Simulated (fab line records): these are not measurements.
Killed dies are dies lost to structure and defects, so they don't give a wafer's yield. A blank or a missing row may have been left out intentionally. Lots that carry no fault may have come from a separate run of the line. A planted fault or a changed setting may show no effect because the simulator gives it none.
Chamber matching / flow n5-finfet / 4 sister chambers for N5_BEOL_M0_CUTY_DESCUM_61 on rie-diel-05
The step chemistry O2, time 7.9 s. 14 wafers are shown with their chamber, then 7 later ones without.

## WAFERS, EACH WITH ITS CHAMBER
wafer=L074.1; chamber=0; showerhead-plenum-p-Torr (Torr)=1.99; throttle-valve-pct (%)=20.0; oes-product-au (a.u.)=0.82
wafer=L074.5; chamber=1; showerhead-plenum-p-Torr (Torr)=2.09; throttle-valve-pct (%)=20.2; oes-product-au (a.u.)=0.72
wafer=L074.6; chamber=2; showerhead-plenum-p-Torr (Torr)=2.05; throttle-valve-pct (%)=20.2; oes-product-au (a.u.)=0.88
wafer=L086.1; chamber=0; showerhead-plenum-p-Torr (Torr)=1.98; throttle-valve-pct (%)=20.1; oes-product-au (a.u.)=0.82
wafer=L086.2; chamber=1; showerhead-plenum-p-Torr (Torr)=2.08; throttle-valve-pct (%)=20.2; oes-product-au (a.u.)=0.71
wafer=L086.3; chamber=2; showerhead-plenum-p-Torr (Torr)=2.04; throttle-valve-pct (%)=20.2; oes-product-au (a.u.)=0.86
wafer=L087.1; chamber=3; showerhead-plenum-p-Torr (Torr)=2.16; throttle-valve-pct (%)=20.6; oes-product-au (a.u.)=0.68
wafer=L087.2; chamber=1; showerhead-plenum-p-Torr (Torr)=2.08; throttle-valve-pct (%)=20.2; oes-product-au (a.u.)=0.71
wafer=L087.4; chamber=0; showerhead-plenum-p-Torr (Torr)=1.98; throttle-valve-pct (%)=20.1; oes-product-au (a.u.)=0.79
wafer=L088.1; chamber=2; showerhead-plenum-p-Torr (Torr)=2.04; throttle-valve-pct (%)=20.2; oes-product-au (a.u.)=0.84
wafer=L088.3; chamber=0; showerhead-plenum-p-Torr (Torr)=1.98; throttle-valve-pct (%)=20.1; oes-product-au (a.u.)=0.79
wafer=L088.5; chamber=1; showerhead-plenum-p-Torr (Torr)=2.08; throttle-valve-pct (%)=20.2; oes-product-au (a.u.)=0.70
wafer=L089.2; chamber=3; showerhead-plenum-p-Torr (Torr)=2.16; throttle-valve-pct (%)=20.6; oes-product-au (a.u.)=0.68
wafer=L089.3; chamber=2; showerhead-plenum-p-Torr (Torr)=2.04; throttle-valve-pct (%)=20.2; oes-product-au (a.u.)=0.84

SIGNATURES, as means of the wafers listed above
reading=showerhead-plenum-p-Torr; chamber 0=1.9825; chamber 1=2.0825; chamber 2=2.0425; chamber 3=2.1600; scatter within a chamber=0.00474
reading=throttle-valve-pct; chamber 0=20.075; chamber 1=20.200; chamber 2=20.200; chamber 3=20.600; scatter within a chamber=0.0274
reading=oes-product-au; chamber 0=0.8050; chamber 1=0.7100; chamber 2=0.8550; chamber 3=0.6800; scatter within a chamber=0.0148
Rule: a wafer lies at a distance from a chamber equal to the root of the sum of squares, over the readings, of (its reading less the chamber's mean, divided by the reading's scatter). The wafer belongs to the nearest chamber; if the next one is less than 2 further off, it can't be placed. The scatter is the square root of a quotient: the sum, over the shown wafers, of each reading's squared deviation from its chamber's mean, divided by wafers minus chambers.

## WAFERS MISSING THEIR CHAMBER
wafer=L089.6; showerhead-plenum-p-Torr (Torr)=2.04; throttle-valve-pct (%)=20.3; oes-product-au (a.u.)=0.83
wafer=L092.2; showerhead-plenum-p-Torr (Torr)=2.08; throttle-valve-pct (%)=20.2; oes-product-au (a.u.)=0.70
wafer=L092.4; showerhead-plenum-p-Torr (Torr)=1.98; throttle-valve-pct (%)=20.1; oes-product-au (a.u.)=0.78
wafer=L092.6; showerhead-plenum-p-Torr (Torr)=2.08; throttle-valve-pct (%)=20.2; oes-product-au (a.u.)=0.70
wafer=L094.2; showerhead-plenum-p-Torr (Torr)=2.04; throttle-valve-pct (%)=20.3; oes-product-au (a.u.)=0.82
wafer=L094.3; showerhead-plenum-p-Torr (Torr)=2.04; throttle-valve-pct (%)=20.3; oes-product-au (a.u.)=0.82
wafer=L094.5; showerhead-plenum-p-Torr (Torr)=2.04; throttle-valve-pct (%)=20.3; oes-product-au (a.u.)=0.83

## WHICH CHAMBER EACH WENT THROUGH
wafer=L089.6; from the rows above=2; in truth=2
wafer=L092.2; from the rows above=1; in truth=1
wafer=L092.4; from the rows above=0; in truth=0
wafer=L092.6; from the rows above=1; in truth=1
wafer=L094.2; from the rows above=2; in truth=2
wafer=L094.3; from the rows above=2; in truth=2
wafer=L094.5; from the rows above=2; in truth=2
Placed correctly: 7 of 7. Left unplaced by these rows: 0. Wrongly placed: 0.
